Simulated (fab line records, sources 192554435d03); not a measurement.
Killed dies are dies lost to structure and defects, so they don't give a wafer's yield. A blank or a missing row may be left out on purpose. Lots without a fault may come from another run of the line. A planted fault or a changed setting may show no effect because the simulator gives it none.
Chamber matching | flow n5_finfet | N5_BEOL_M11_ETCH_62 on rie_diel-06: 4 sister chambers
The step etches SOC in N2/H2, target depth 110 nm, overetch 22 nm, time 165 s. 8 wafers are shown with their chamber, then 8 later ones without.

WAFERS WITH THEIR CHAMBER
wafer  | chamber | drypump_motor_current_A (A) | showerhead_plenum_p_Torr (Torr)
L398.5 | 0       | 5.2                         | 2.42
L408.2 | 1       | 6.6                         | 2.69
L408.3 | 0       | 5.1                         | 2.41
L408.6 | 3       | 6.5                         | 2.63
L417.2 | 2       | 5.9                         | 2.49
L417.5 | 1       | 6.6                         | 2.68
L417.6 | 2       | 5.9                         | 2.49
L415.1 | 3       | 6.5                         | 2.62

WAFERS WITHOUT THEIR CHAMBER
wafer  | drypump_motor_current_A (A) | showerhead_plenum_p_Torr (Torr)
L415.2 | 5.9                         | 2.49
L415.5 | 6.6                         | 2.68
L414.2 | 5.9                         | 2.49
L414.3 | 6.5                         | 2.62
L414.4 | 6.5                         | 2.62
L418.1 | 5.1                         | 2.40
L418.3 | 6.5                         | 2.62
L418.4 | 5.9                         | 2.48

WHICH CHAMBER EACH WENT THROUGH
wafer  | from the rows above | in truth
L415.2 | 2                   | 2
L415.5 | 1                   | 1
L414.2 | 2                   | 2
L414.3 | 3                   | 3
L414.4 | 3                   | 3
L418.1 | 0                   | 0
L418.3 | 3                   | 3
L418.4 | 2                   | 2
Placed correctly: 8 of 8. Can't be placed from these rows: 0. Placed wrongly: 0.
How it was worked out, from the rows above alone: a wafer's distance from a chamber is the root of the sum, over the readings, of the square of ((its reading less the chamber's mean) divided by the reading's scatter). The wafer belongs to the nearest chamber; if the next one is less than 2 further off, it can't be placed. A chamber's mean is the mean of its shown wafers. The scatter: the root of (the sum of the squares of (reading less its chamber's mean) over the shown wafers, divided by (wafers less chambers)).
